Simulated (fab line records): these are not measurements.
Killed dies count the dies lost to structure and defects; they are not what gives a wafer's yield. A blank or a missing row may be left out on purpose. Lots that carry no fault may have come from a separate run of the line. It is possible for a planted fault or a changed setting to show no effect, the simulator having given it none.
Chamber matching ; flow nand harc ; cmp-02 running NHARC_P_CONTACT_CMP_01: 4 sister chambers
The step polishes SiO2, target thk 200 nm. 18 wafers are shown with their chamber, then 9 later ones without.

WAFERS PAIRED WITH THEIR CHAMBERS
wafer;chamber;motor current A (A)
L079.1;3;9.9
L079.4;0;12.7
L079.6;0;13.1
L080.2;0;12.8
L080.4;3;9.7
L080.6;2;13.9
L081.1;0;13.2
L081.3;3;9.2
L081.4;2;13.6
L082.1;2;13.7
L082.2;0;13.1
L082.4;1;12.1
L087.1;0;13.2
L087.2;2;12.9
L087.6;3;9.6
L085.3;2;14.0
L085.4;3;8.8
L085.5;3;9.3

SIGNATURES (means of the wafers above)
reading;chamber 0;chamber 1;chamber 2;chamber 3;scatter within a chamber
motor current A;13.017;12.100;13.620;9.417;0.355
Rule: for a wafer and a chamber, the distance is found by dividing, reading by reading, the gap between the wafer's reading and the chamber's mean by the reading's scatter, squaring, summing and taking the root. If the next closest chamber is less than 2 further off than the closest, the wafer can't be placed; otherwise it belongs to the closest. How the scatter is found: for the shown wafers, subtract from each reading the mean of its chamber, square and add these, divide the total by (wafers less chambers), then take the root.

WAFERS WHOSE CHAMBER IS MISSING
wafer;motor current A (A)
L086.1;9.3
L086.4;12.9
L086.6;12.8
L089.1;13.9
L089.2;9.8
L089.5;12.7
L097.1;12.2
L097.3;13.9
L097.6;13.6

CHAMBER TAKEN BY EACH
wafer;from the rows above;in truth
L086.1;3;3
L086.4;can't be placed: 0 or 2 or 1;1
L086.6;can't be placed: 0 or 1 or 2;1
L089.1;can't be placed: 2 or 0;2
L089.2;3;3
L089.5;can't be placed: 0 or 1 or 2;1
L097.1;1;1
L097.3;can't be placed: 2 or 0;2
L097.6;can't be placed: 2 or 0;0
Placed correctly: 3 of 9. These rows do not allow placing 6 (true chamber among the candidates in 6). Placed wrongly: 0.
